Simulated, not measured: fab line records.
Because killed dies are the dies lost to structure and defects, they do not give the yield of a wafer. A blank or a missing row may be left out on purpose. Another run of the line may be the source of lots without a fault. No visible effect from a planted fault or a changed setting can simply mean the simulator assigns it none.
Lot-split experiment + flow n5 finfet + 7 lots, 21 wafers read, on a route of 1938 steps

## ABOUT THE SPLIT
At N5_BEOL_M6_PECVD_70 (deposits SiO2 from TEOS/O2, target thk 20 nm, time 22.7 s), the setting time s was moved away from the recipe's 22.7 s on 6 of the 21 wafers read, by -12.6% to +11.6%. For the rest of the wafers, this setting stayed at what the recipe calls for.

The split's own step is where the reading is taken.

## THE READING
SiO2_of_BEOL_M6_PECVD_70.thk nm (the simulator's own value, which no gauge read), in nm, at N5_BEOL_M6_PECVD_70 (deposits SiO2 from TEOS/O2, target thk 20 nm, time 22.7 s). The file does not state a usual value for it. Average 19.8 nm, standard deviation 0.23 nm, over the 15 wafers here run with the recipe.

| wafer  | tool, chamber at the split | time s as run, s | against the recipe | SiO2_of_BEOL_M6_PECVD_70.thk nm, nm | against lot-mates on the recipe |
|--------|----------------------------|------------------|--------------------|-------------------------------------|---------------------------------|
| L075.1 | pecvd-01, 1,0              | 22.7             | recipe             | 19.4                                | -                               |
| L075.2 | pecvd-01, 1,0              | 22.7             | recipe             | 19.4                                | -                               |
| L075.4 | pecvd-01, 0                | 23.66            | +4.2%              | 20.4                                | +1.0                            |
| L082.2 | pecvd-01, 0                | 19.83            | -12.6%             | 17.4                                | -2.4                            |
| L082.3 | pecvd-01, 2                | 22.7             | recipe             | 19.8                                | -                               |
| L082.5 | pecvd-01, 2                | 22.7             | recipe             | 19.8                                | -                               |
| L085.4 | pecvd-01, 2,0              | 22.7             | recipe             | 19.8                                | -                               |
| L085.6 | pecvd-01, 2,0              | 22.7             | recipe             | 19.8                                | -                               |
| L085.5 | pecvd-01, 1                | 22.7             | recipe             | 20                                  | -                               |
| L086.2 | pecvd-03, 1                | 22.7             | recipe             | 19.8                                | -                               |
| L086.3 | pecvd-03, 2                | 21.54            | -5.1%              | 19.6                                | -0.2                            |
| L086.4 | pecvd-03, 2                | 21.54            | -5.1%              | 19.8                                | +0.0                            |
| L087.1 | pecvd-01, 0                | 22.7             | recipe             | 19.8                                | -                               |
| L087.2 | pecvd-01, 1,0              | 22.7             | recipe             | 20                                  | -                               |
| L087.6 | pecvd-01, 1,0              | 22.7             | recipe             | 20                                  | -                               |
| L089.1 | pecvd-03, 1                | 22.7             | recipe             | 20                                  | -                               |
| L089.2 | pecvd-03, 0                | 22.7             | recipe             | 19.4                                | -                               |
| L089.4 | pecvd-03, 1                | 22.7             | recipe             | 20.2                                | -                               |
| L091.1 | pecvd-02, 1                | 25.33            | +11.6%             | 22.2                                | +2.4                            |
| L091.4 | pecvd-02, 1                | 22.7             | recipe             | 19.8                                | -                               |
| L091.6 | pecvd-02, 2                | 25.33            | +11.6%             | 22.8                                | +3.0                            |
Rows listing several chambers each stand for several wafers; the file does not say which wafer went through which chamber.

THE FIT
A straight line over all 21 wafers: SiO2_of_BEOL_M6_PECVD_70.thk nm changes by +0.192 nm for each +1% of time s; r = +0.93; the points scatter about the line by 0.38 nm.
The same after taking each lot's own level away (the mean of its wafers on the recipe; 21 wafers): +0.196 nm for each +1%; r = +0.95; scatter 0.34 nm.
That fit puts the effect of the largest move of time s on the reading at 2.5 nm.
Measured against the standard deviation above, the lots' own levels, which go from 19.40 to 19.93 nm, span 2.3 times it.
Consequently the slope shifts little with the lot-to-lot level, the two slopes agreeing.
Check: with one of the wafers moved furthest among these (-12.6%) left out of the fit, the line predicts -2.3 nm for it against its lot-mates. Against them it came out at -2.4 nm.

## FURTHER SPLITS ON THESE WAFERS
Other splits were also applied to these wafers ahead of the reading. Each is held against what the fit with the lots' levels taken away leaves over:
| other split on the same wafers     | wafers away from the commonest value | r with SiO2_of_BEOL_M6_PECVD_70.thk nm (lot level and that fit taken away) |
|------------------------------------|--------------------------------------|----------------------------------------------------------------------------|
| N5_BEOL_M1_COAT_61 spin rpm        | 7                                    | +0.30                                                                      |
| N5_BEOL_M4_ALD_98 ald cycles       | 10                                   | +0.09                                                                      |
| N5_BEOL_M4_TRENCH_ETCH_37 source w | 10                                   | -0.22                                                                      |
| N5_BEOL_M5_ETCH_72 bias w          | 6                                    | +0.54                                                                      |
| N5_BEOL_M5_ETCH_62 source w        | 8                                    | -0.49                                                                      |

## THE FILE'S OWN FIT
SiO2_of_BEOL_M6_PECVD_70.thk nm changes by +0.196 nm for each +1% of time s, r = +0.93.
